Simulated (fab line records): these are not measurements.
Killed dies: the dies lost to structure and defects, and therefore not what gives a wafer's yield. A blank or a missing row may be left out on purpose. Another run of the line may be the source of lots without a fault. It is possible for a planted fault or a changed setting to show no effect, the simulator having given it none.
Which tool is to blame?    flow nandHarc    6 lots with 18 wafers sampled at 3 steps, on a route of 1302 steps

## WHAT THE GAUGES READ, wafer by wafer
NHARC_A_M1_CD_MEAS_09: target cd 120 nm.
lot   measured      on        cdNm (nm)
L442  day 24 05:18  cdSem-01  119.4 119.9 120.5
L446  day 26 19:40  cdSem-03  119.9 119.5 119.5
L449  day 27 00:40  cdSem-03  119.1 119.8 120.1
L458  day 30 17:12  cdSem-01  123.2 122.3 122.6
L460  day 32 06:01  cdSem-01  120.8 120.1 119.1
L461  day 32 20:16  cdSem-01  120.4 120.0 120.7

## TOOL THAT RAN EACH LOT (tool first, then ch and the chambers of the sampled wafers, then the start)
lot   NHARC_A_M0_PRE_CLEAN_31          NHARC_A_M1_PEB_07
L442  pecvd-04 ch 0,1,2, day 24 04:00  lithoTrack-06 ch 0, day 24 05:13
L446  pecvd-04 ch 0,2, day 26 18:21    lithoTrack-01 ch 0, day 26 19:35
L449  pecvd-03 ch 0,1,2, day 26 23:28  lithoTrack-06 ch 0, day 27 00:35
L458  pecvd-01 ch 0,1,2, day 30 15:54  lithoTrack-06 ch 0, day 30 17:07
L460  pecvd-01 ch 1,2, day 32 04:43    lithoTrack-01 ch 0, day 32 05:56
L461  pecvd-01 ch 0,1,2, day 32 18:57  lithoTrack-01 ch 0, day 32 20:11
- NHARC_A_M0_PRE_CLEAN_31: time 12 s.
- NHARC_A_M1_PEB_07: peb time 65 s.

## THE ANSWER, worked out from the rows above alone
Rule: what is usual is taken from the lots themselves. Put in order of their means at a reading, lots are off if they are a third of the lots or fewer, leave a main group of 4 or more, and stand apart from it by a gap of 3 or more times the standard deviation of the main group's means; of several such gaps the widest counts. A main group whose means are all the same, to the digits that the tables above print for the reading, isn't used. Also off: a lot with no number at a reading for which 4 or more lots have one. All remaining lots with rows at the step are treated as sound.
Off at NHARC_A_M1_CD_MEAS_09 (cdNm): L458. Mean 119.9 nm and standard deviation 0.27 in the main group.
If a tool, at a process step before that reading, ran all the lots that are off and no sound lot after the first of them, it fits. Gauges at NHARC_A_M1_CD_MEAS_09: tried the same way as those tools. One fits: lithoTrack-06 at NHARC_A_M1_PEB_07. Its last sound lot is L449 (day 27 00:35), its first lot that is off L458 (day 30 17:07): a fault that began between those two fits.

## WHAT HAD BEEN PUT IN BY THE SIMULATOR
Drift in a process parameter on lithoTrack-06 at NHARC_A_M1_PEB_07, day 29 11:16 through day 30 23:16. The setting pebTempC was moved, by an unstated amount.
Lots struck among those shown: L458. The same result came from the rule above.
